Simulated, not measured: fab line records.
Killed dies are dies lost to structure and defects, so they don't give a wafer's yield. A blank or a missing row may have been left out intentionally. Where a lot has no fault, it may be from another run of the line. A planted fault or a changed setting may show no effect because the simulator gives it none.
Lot-split experiment || flow n5-finfet || 7 lots, 21 wafers read, on a route of 1938 steps

== ABOUT THE SPLIT ==
At N5_BEOL_M6_COAT_22 (resist thk 30 nm), the setting spin-rpm was moved away from the recipe's 1500 rpm on 6 of the 21 wafers read, by -9.1% to +4.3%. This setting was run at the recipe's value on the other wafers.

== FROM THE SPLIT TO THE READING: what the file shows between them, 2 steps ==
- N5_BEOL_M6_EBR_24
- N5_BEOL_M6_SOFTBAKE_23: time 60 s

== THE READING ==
CAR-EUV_of_BEOL_M6_COAT_22.thk-nm (the simulator's own value, which no gauge read), in nm, at N5_BEOL_M6_DESCUM_33 (chemistry O2, time 7 s). There is no usual value for it anywhere in the file. Here, 15 wafers ran the recipe; their average is 26.1 nm with a standard deviation of 0.1 nm.

{"wafer": "L075.3", "tool, chamber at the split": "litho-track-05, 0", "spin-rpm as run, rpm": 1500, "against the recipe": "recipe", "CAR-EUV_of_BEOL_M6_COAT_22.thk-nm, nm": 26.2, "against lot-mates on the recipe": "-"}
{"wafer": "L075.6", "tool, chamber at the split": "litho-track-05, 0", "spin-rpm as run, rpm": 1500, "against the recipe": "recipe", "CAR-EUV_of_BEOL_M6_COAT_22.thk-nm, nm": 26.2, "against lot-mates on the recipe": "-"}
{"wafer": "L075.5", "tool, chamber at the split": "litho-track-05, 0", "spin-rpm as run, rpm": 1500, "against the recipe": "recipe", "CAR-EUV_of_BEOL_M6_COAT_22.thk-nm, nm": 26, "against lot-mates on the recipe": "-"}
{"wafer": "L076.2", "tool, chamber at the split": "litho-track-02, 0", "spin-rpm as run, rpm": 1500, "against the recipe": "recipe", "CAR-EUV_of_BEOL_M6_COAT_22.thk-nm, nm": 26, "against lot-mates on the recipe": "-"}
{"wafer": "L076.4", "tool, chamber at the split": "litho-track-02, 0", "spin-rpm as run, rpm": 1381, "against the recipe": "-7.9%", "CAR-EUV_of_BEOL_M6_COAT_22.thk-nm, nm": 27.4, "against lot-mates on the recipe": "+1.4"}
{"wafer": "L076.6", "tool, chamber at the split": "litho-track-02, 0", "spin-rpm as run, rpm": 1381, "against the recipe": "-7.9%", "CAR-EUV_of_BEOL_M6_COAT_22.thk-nm, nm": 27.4, "against lot-mates on the recipe": "+1.4"}
{"wafer": "L074.1", "tool, chamber at the split": "litho-track-03, 0", "spin-rpm as run, rpm": 1500, "against the recipe": "recipe", "CAR-EUV_of_BEOL_M6_COAT_22.thk-nm, nm": 26.2, "against lot-mates on the recipe": "-"}
{"wafer": "L074.3", "tool, chamber at the split": "litho-track-03, 0", "spin-rpm as run, rpm": 1407, "against the recipe": "-6.2%", "CAR-EUV_of_BEOL_M6_COAT_22.thk-nm, nm": 27, "against lot-mates on the recipe": "+0.8"}
{"wafer": "L074.5", "tool, chamber at the split": "litho-track-03, 0", "spin-rpm as run, rpm": 1407, "against the recipe": "-6.2%", "CAR-EUV_of_BEOL_M6_COAT_22.thk-nm, nm": 27.2, "against lot-mates on the recipe": "+1.0"}
{"wafer": "L077.1", "tool, chamber at the split": "litho-track-03, 0", "spin-rpm as run, rpm": 1500, "against the recipe": "recipe", "CAR-EUV_of_BEOL_M6_COAT_22.thk-nm, nm": 26, "against lot-mates on the recipe": "-"}
{"wafer": "L077.2", "tool, chamber at the split": "litho-track-03, 0", "spin-rpm as run, rpm": 1500, "against the recipe": "recipe", "CAR-EUV_of_BEOL_M6_COAT_22.thk-nm, nm": 26, "against lot-mates on the recipe": "-"}
{"wafer": "L077.5", "tool, chamber at the split": "litho-track-03, 0", "spin-rpm as run, rpm": 1364, "against the recipe": "-9.1%", "CAR-EUV_of_BEOL_M6_COAT_22.thk-nm, nm": 27.6, "against lot-mates on the recipe": "+1.6"}
{"wafer": "L084.3", "tool, chamber at the split": "litho-track-03, 0", "spin-rpm as run, rpm": 1500, "against the recipe": "recipe", "CAR-EUV_of_BEOL_M6_COAT_22.thk-nm, nm": 26.2, "against lot-mates on the recipe": "-"}
{"wafer": "L084.5", "tool, chamber at the split": "litho-track-03, 0", "spin-rpm as run, rpm": 1500, "against the recipe": "recipe", "CAR-EUV_of_BEOL_M6_COAT_22.thk-nm, nm": 26.2, "against lot-mates on the recipe": "-"}
{"wafer": "L084.4", "tool, chamber at the split": "litho-track-03, 0", "spin-rpm as run, rpm": 1500, "against the recipe": "recipe", "CAR-EUV_of_BEOL_M6_COAT_22.thk-nm, nm": 26, "against lot-mates on the recipe": "-"}
{"wafer": "L086.1", "tool, chamber at the split": "litho-track-05, 0", "spin-rpm as run, rpm": 1500, "against the recipe": "recipe", "CAR-EUV_of_BEOL_M6_COAT_22.thk-nm, nm": 26, "against lot-mates on the recipe": "-"}
{"wafer": "L086.5", "tool, chamber at the split": "litho-track-05, 0", "spin-rpm as run, rpm": 1500, "against the recipe": "recipe", "CAR-EUV_of_BEOL_M6_COAT_22.thk-nm, nm": 26, "against lot-mates on the recipe": "-"}
{"wafer": "L086.3", "tool, chamber at the split": "litho-track-05, 0", "spin-rpm as run, rpm": 1500, "against the recipe": "recipe", "CAR-EUV_of_BEOL_M6_COAT_22.thk-nm, nm": 26.2, "against lot-mates on the recipe": "-"}
{"wafer": "L096.4", "tool, chamber at the split": "litho-track-03, 0", "spin-rpm as run, rpm": 1500, "against the recipe": "recipe", "CAR-EUV_of_BEOL_M6_COAT_22.thk-nm, nm": 26.2, "against lot-mates on the recipe": "-"}
{"wafer": "L096.5", "tool, chamber at the split": "litho-track-03, 0", "spin-rpm as run, rpm": 1500, "against the recipe": "recipe", "CAR-EUV_of_BEOL_M6_COAT_22.thk-nm, nm": 26, "against lot-mates on the recipe": "-"}
{"wafer": "L096.6", "tool, chamber at the split": "litho-track-03, 0", "spin-rpm as run, rpm": 1565, "against the recipe": "+4.3%", "CAR-EUV_of_BEOL_M6_COAT_22.thk-nm, nm": 25.6, "against lot-mates on the recipe": -0.5}

THE FIT
A straight line over all 21 wafers: CAR-EUV_of_BEOL_M6_COAT_22.thk-nm changes by -0.159 nm for each +1% of spin-rpm; r = -0.98; the points scatter about the line by 0.1 nm.
The same after taking each lot's own level away (the mean of its wafers on the recipe; 21 wafers): -0.163 nm for each +1%; r = -0.98; scatter 0.11 nm.
According to that fit, moving spin-rpm by its largest amount changes the reading by 1.5 nm.
Across the lots, their own levels run from 26.00 to 26.20 nm, a range of 2.0 times the standard deviation given above.
Consequently the slope shifts little with the lot-to-lot level, the two slopes agreeing.
Check: with one of the wafers moved furthest among these (-9.1%) left out of the fit, the line predicts +1.45 nm for it against its lot-mates. Against them it came out at +1.6 nm.

== OTHER SPLITS APPLIED TO THESE WAFERS ==
Note: prior to the reading, these wafers also went through further splits. Each is held against what the fit with the lots' levels taken away leaves over:
{"other split on the same wafers": "N5_BEOL_M3_COAT_22 spin-rpm", "wafers away from the commonest value": 6, "r with CAR-EUV_of_BEOL_M6_COAT_22.thk-nm (lot level and that fit taken away)": -0.30}
{"other split on the same wafers": "N5_BEOL_M4_COAT_67 spin-rpm", "wafers away from the commonest value": 4, "r with CAR-EUV_of_BEOL_M6_COAT_22.thk-nm (lot level and that fit taken away)": "+0.08"}
{"other split on the same wafers": "N5_BEOL_M4_EXPOSE_25 dose-mj", "wafers away from the commonest value": 7, "r with CAR-EUV_of_BEOL_M6_COAT_22.thk-nm (lot level and that fit taken away)": "+0.10"}
{"other split on the same wafers": "N5_BEOL_M5_COAT_66 spin-rpm", "wafers away from the commonest value": 5, "r with CAR-EUV_of_BEOL_M6_COAT_22.thk-nm (lot level and that fit taken away)": -0.11}
{"other split on the same wafers": "N5_BEOL_M5_COAT_22 spin-rpm", "wafers away from the commonest value": 7, "r with CAR-EUV_of_BEOL_M6_COAT_22.thk-nm (lot level and that fit taken away)": "+0.04"}
{"other split on the same wafers": "N5_BEOL_M6_ETCH_62 time-s", "wafers away from the commonest value": 7, "r with CAR-EUV_of_BEOL_M6_COAT_22.thk-nm (lot level and that fit taken away)": -0.07}

== THE WHOLE CHAIN: every reading that the file lists as answering this split, in the file's order ==
{"step": "N5_BEOL_M6_COAT_22", "what it does": "resist thk 30 nm", "reading": "CAR-EUV_of_BEOL_M6_COAT_22.thk-nm (the simulator's own value, which no gauge read)", "change (the file's fit)": "-0.149 nm for each +1% of the setting", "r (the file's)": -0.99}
{"step": "N5_BEOL_M6_DESCUM_33", "what it does": "chemistry O2, time 7 s", "reading": "CAR-EUV_of_BEOL_M6_COAT_22.thk-nm (the simulator's own value, which no gauge read)", "change (the file's fit)": "-0.165 nm for each +1% of the setting", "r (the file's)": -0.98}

== FILE'S OWN FIT ==
CAR-EUV_of_BEOL_M6_COAT_22.thk-nm changes by -0.165 nm for each +1% of spin-rpm, r = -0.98.
